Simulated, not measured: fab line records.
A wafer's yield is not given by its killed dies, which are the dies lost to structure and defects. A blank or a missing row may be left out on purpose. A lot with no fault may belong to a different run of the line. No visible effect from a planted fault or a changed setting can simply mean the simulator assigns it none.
Matching of chambers || flow n5Finfet || N5_BEOL_M6_STRIP_19 on rieDiel-01: 3 sister chambers
The step strips in O2. 3 wafers are shown with their chamber, then 7 later ones without.

== WAFERS, EACH WITH ITS CHAMBER ==
{"wafer": "L088.2", "chamber": 1, "throttleValvePct (%)": 16.74}
{"wafer": "L088.5", "chamber": 2, "throttleValvePct (%)": 17.13}
{"wafer": "L090.1", "chamber": 3, "throttleValvePct (%)": 16.71}

== WAFERS MISSING THEIR CHAMBER ==
{"wafer": "L090.4", "throttleValvePct (%)": 16.75}
{"wafer": "L090.5", "throttleValvePct (%)": 17.12}
{"wafer": "L091.3", "throttleValvePct (%)": 16.71}
{"wafer": "L091.5", "throttleValvePct (%)": 16.76}
{"wafer": "L091.6", "throttleValvePct (%)": 17.10}
{"wafer": "L096.3", "throttleValvePct (%)": 17.16}
{"wafer": "L096.4", "throttleValvePct (%)": 16.72}

== CHAMBER TAKEN BY EACH ==
{"wafer": "L090.4", "from the rows above": "can't be placed: 1 or 3", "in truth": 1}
{"wafer": "L090.5", "from the rows above": 2, "in truth": 2}
{"wafer": "L091.3", "from the rows above": "can't be placed: 3 or 1", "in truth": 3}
{"wafer": "L091.5", "from the rows above": "can't be placed: 1 or 3", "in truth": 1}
{"wafer": "L091.6", "from the rows above": 2, "in truth": 2}
{"wafer": "L096.3", "from the rows above": 2, "in truth": 2}
{"wafer": "L096.4", "from the rows above": "can't be placed: 3 or 1", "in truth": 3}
Correct placement for 3 of the 7. These rows do not allow placing 4 (true chamber among the candidates in 4). Number placed wrongly: 0.
How it was worked out, from the rows above alone: a wafer's distance from a chamber is the root of the sum, over the readings, of the square of ((its reading less the chamber's mean) divided by the reading's scatter). If the next closest chamber is less than 2 further off than the closest, the wafer can't be placed; otherwise it belongs to the closest. A chamber's mean is the mean of its shown wafers. The scatter (one wafer shown for each chamber): square how far every hidden wafer sits from the nearest shown wafer, average those squares and take the square root.
